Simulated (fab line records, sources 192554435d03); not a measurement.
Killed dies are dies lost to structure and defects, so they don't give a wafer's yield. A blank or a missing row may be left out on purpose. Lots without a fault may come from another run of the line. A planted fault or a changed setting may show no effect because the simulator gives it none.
A struck lot beside a sound one | flow n5_finfet | 37 steps out of a route of 1938
Sound: wafers L994.1, L994.3, L994.5. Struck: wafers L103.1, L103.3, L103.4. The cause comes at the end.
At each step with rows: each side's tool, then ch and its chambers, then its first start. Under that, the readings that differ: sound wafers | struck wafers | difference of the means | sigmas: that difference in standard deviations of wafers without a fault.
alike: readings whose means differ by less than 2 such deviations, and words and numbers that are the same on both sides. not compared: withheld readings, readings that some wafer has no value for, bounds like >300 that may hide the same value, and numbers for which the record gives no deviation and whose values overlap.
The two part at a step that has a row with sigmas, a row that says differs or no value, or rows on one side only. Numbers that don't overlap but have no deviation are shown without sigmas and don't part them. A reading that every wafer of one side lacks parts them only if that side has two wafers or more.

first, 9 steps without rows for these wafers: N5_BEOL_M4_ANNEAL_95 (time 240 s); N5_BEOL_M4_SPUTTER_96 (material Cu, target thk 4.5 nm, time 8.29 s); N5_BEOL_M4_ECD_50 (material Cu, target thk 300 nm); N5_BEOL_M4_ANNEAL_51 (time 90 s); N5_BEOL_M4_CMP_52 (polishes, stops on SiOC, t overpolish 6.8 s, target thk 40 nm); N5_BEOL_M4_PRE_CLEAN_60 (time 15 s); N5_BEOL_M4_CO_CAP_55 (material Co, precursor CCTBA/H2, target thk 2 nm, time 102.1 s); N5_BEOL_M4_PRE_CLEAN_56 (time 15 s); N5_BEOL_M4_DEP_57 (deposits SiCN from 3MS/NH3, target thk 8 nm, time 14 s).
N5_BEOL_M4_RC_MEAS_101:
  sound on prober-02 ch 0, day 9 19:11; struck on prober-01 ch 0, day 12 16:37
  alike: DIBL_N, DIBL_P, IOFF_N, IOFF_P, ION_N, ION_P, SS_N, SS_P, VT_N, VT_P
then, 24 steps without rows for these wafers: N5_BEOL_M5_ILD_DEP_00 (deposits SiCOH lowk from DEMS/porogen, target thk 140.64 nm, time 25.9 s); N5_BEOL_M5_CURE_79 (cures SiCOH lowk, time 240 s); N5_BEOL_M5_PECVD_70 (deposits SiO2 from TEOS/O2, target thk 16 nm, time 18 s); N5_BEOL_M5_HM_DEP_02 (deposits TiN, target thk 20 nm); N5_BEOL_M5_COAT_59 (time 60 s, resist thk 60 nm); N5_BEOL_M5_COAT_60 (time 60 s, resist thk 12 nm); N5_BEOL_M5_COAT_71 (time 60 s, resist thk 5 nm); N5_BEOL_M5_COAT_05 (resist thk 30 nm); N5_BEOL_M5_EBR_07; N5_BEOL_M5_SOFTBAKE_06 (time 60 s); N5_BEOL_M5_EXPOSE_08 (exposes mask M5, target cd 28 nm); N5_BEOL_M5_PEB_09 (peb time 60 s); N5_BEOL_M5_DEVELOP_10 (develop time 30 s); N5_BEOL_M5_DESCUM_16 (chemistry O2, time 7 s); N5_BEOL_M5_ETCH_72 (etches underlayer in N2/H2, target depth 6.5 nm, time 5.2 s); N5_BEOL_M5_ETCH_61 (etches SiARC in CF4, target depth 15.6 nm, time 26 s); N5_BEOL_M5_ETCH_62 (etches SOC in N2/H2, target depth 75 nm, overetch 15 nm, time 112.5 s); N5_BEOL_M5_STRIP_63 (strips in N2/H2); N5_BEOL_M5_STRIP_73 (strips in N2/H2); N5_BEOL_M5_STRIP_64 (strips in CF4); N5_BEOL_M5_HM_OPEN_17 (chemistry Cl2/BCl3, target TiN, target depth 20 nm, overetch 6 nm); N5_BEOL_M5_STRIP_19 (strips in O2); N5_BEOL_M5_COAT_65 (time 60 s, resist thk 60 nm); N5_BEOL_M5_COAT_66 (time 60 s, resist thk 12 nm).
-- the record jumps here: 3 days lie between the struck wafers' starts before and after (it left off in module BEOL_M5 and takes up again in module BEOL_M14, whose first step shown is number 1763 of the route) --
N5_BEOL_M14_SPUTTER_44: material Ta, target thk 15 nm, time 24.19 s.
  sound on pvd_sputter-02, day 13 23:34; struck on pvd_sputter-03, day 16 02:47
  no value came back on the struck wafers for bias_v (V), cathode_dc_power_W (W), throttle_valve_pct (%); on the sound wafers bias_v (V) reads 79.8 79.7 80.9
N5_BEOL_M14_CMP_49: polishes, stops on SiO2, t overpolish 5.2 s, target thk 560 nm.
  sound on cmp-02 ch 1,2,3, day 14 00:20; struck on cmp-01 ch 0,1,3, day 16 03:36
  reading                      | sound             | struck         | difference | sigmas
  barrier_field_endpoint_s (s) | 11.25 11.23 10.99 | 5.69 5.92 5.95 | -5.30      | -20
  alike: motor_current_A, platen_rpm
N5_PASSIVATION_PROBE_49:
  sound on prober-01, day 14 20:52; struck on prober-01, day 17 00:24
  reading                  | sound          | struck         | difference | sigmas
  defect_limited_yield (%) | 90.8 91.1 91.3 | 80.8 83.1 81.3 | -9.3       | -7
  killed_at_M4_up          | 7 18 13        | 117 108 122    | +103       | +20
  killed_dies              | 108 105 103    | 226 199 221    | +110       | +7
  killed_on_rim            | 11 16 14       | 62 63 58       | +47        | +11
  sort_bin_5_function (%)  | 5.8 5.0 5.7    | 14.9 13.6 14.9 | +9.0       | +10
  sort_n_pass              | 1072 1075 1077 | 954 981 959    | -110       | -7
  sort_yield_pct (%)       | 90.8 91.1 91.3 | 80.8 83.1 81.3 | -9.3       | -7
  alike: killed_at_M0_to_M3, killed_at_contacts, killed_at_front_end, killed_at_other, killed_open, killed_short, sort_bin_6_memory

WHERE THEY PART
First at N5_BEOL_M14_SPUTTER_44; last, within this record, at N5_PASSIVATION_PROBE_49.

WHY: what the simulator had put in
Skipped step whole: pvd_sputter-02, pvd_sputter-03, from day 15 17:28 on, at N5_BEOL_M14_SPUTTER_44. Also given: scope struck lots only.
